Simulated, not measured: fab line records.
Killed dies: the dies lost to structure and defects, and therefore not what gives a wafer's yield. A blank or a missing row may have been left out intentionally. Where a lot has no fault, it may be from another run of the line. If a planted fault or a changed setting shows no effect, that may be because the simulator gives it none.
Chamber matching ; flow n5-finfet ; N5_BEOL_M7_ETCH_66 on rie-diel-04 has 4 sister chambers
The step etches SOC in N2/H2, target depth 80 nm, overetch 16 nm, time 120 s. 14 wafers are shown with their chamber, then 7 later ones without.

EACH WAFER AND ITS CHAMBER
wafer;chamber;showerhead-plenum-p-Torr (Torr);drypump-motor-current-A (A);throttle-valve-pct (%)
L075.3;3;2.53;6.5;17.83
L075.5;1;2.54;6.3;18.05
L075.6;0;2.69;5.5;17.62
L080.1;3;2.53;6.4;17.86
L080.3;1;2.54;6.2;18.08
L080.4;2;2.52;6.5;17.88
L087.3;0;2.68;5.4;17.67
L087.5;2;2.52;6.6;17.89
L087.6;3;2.52;6.5;17.86
L085.3;1;2.53;6.2;18.09
L085.4;0;2.68;5.5;17.66
L085.6;2;2.52;6.5;17.91
L086.1;3;2.52;6.5;17.87
L086.2;1;2.53;6.2;18.11

SIGNATURES (averages over the wafers above)
reading;chamber 0;chamber 1;chamber 2;chamber 3;scatter within a chamber
showerhead-plenum-p-Torr;2.6833;2.5350;2.5200;2.5250;0.00516
drypump-motor-current-A;5.467;6.225;6.533;6.475;0.0532
throttle-valve-pct;17.6500;18.0825;17.8933;17.8550;0.0215
Rule: a wafer's distance from a chamber is the root of the sum, over the readings, of the square of ((its reading less the chamber's mean) divided by the reading's scatter). If the next closest chamber is less than 2 further off than the closest, the wafer can't be placed; otherwise it belongs to the closest. How the scatter is found: for the shown wafers, subtract from each reading the mean of its chamber, square and add these, divide the total by (wafers less chambers), then take the root.

WAFERS WITHOUT THEIR CHAMBER
wafer;showerhead-plenum-p-Torr (Torr);drypump-motor-current-A (A);throttle-valve-pct (%)
L086.6;2.52;6.5;17.89
L092.1;2.52;6.4;17.89
L092.2;2.51;6.5;17.92
L092.6;2.52;6.5;17.87
L096.1;2.67;5.5;17.71
L096.5;2.52;6.5;17.89
L096.6;2.67;5.5;17.69

WHICH CHAMBER EACH WENT THROUGH
wafer;from the rows above;in truth
L086.6;can't be placed: 2 or 3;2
L092.1;can't be placed: 3 or 2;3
L092.2;can't be placed: 2 or 3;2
L092.6;can't be placed: 2 or 3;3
L096.1;0;0
L096.5;can't be placed: 2 or 3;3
L096.6;0;0
Correctly placed: 2 of 7. Cannot be placed on the basis of these rows: 5; the candidates contain the true chamber in 5. 0 placed wrongly.
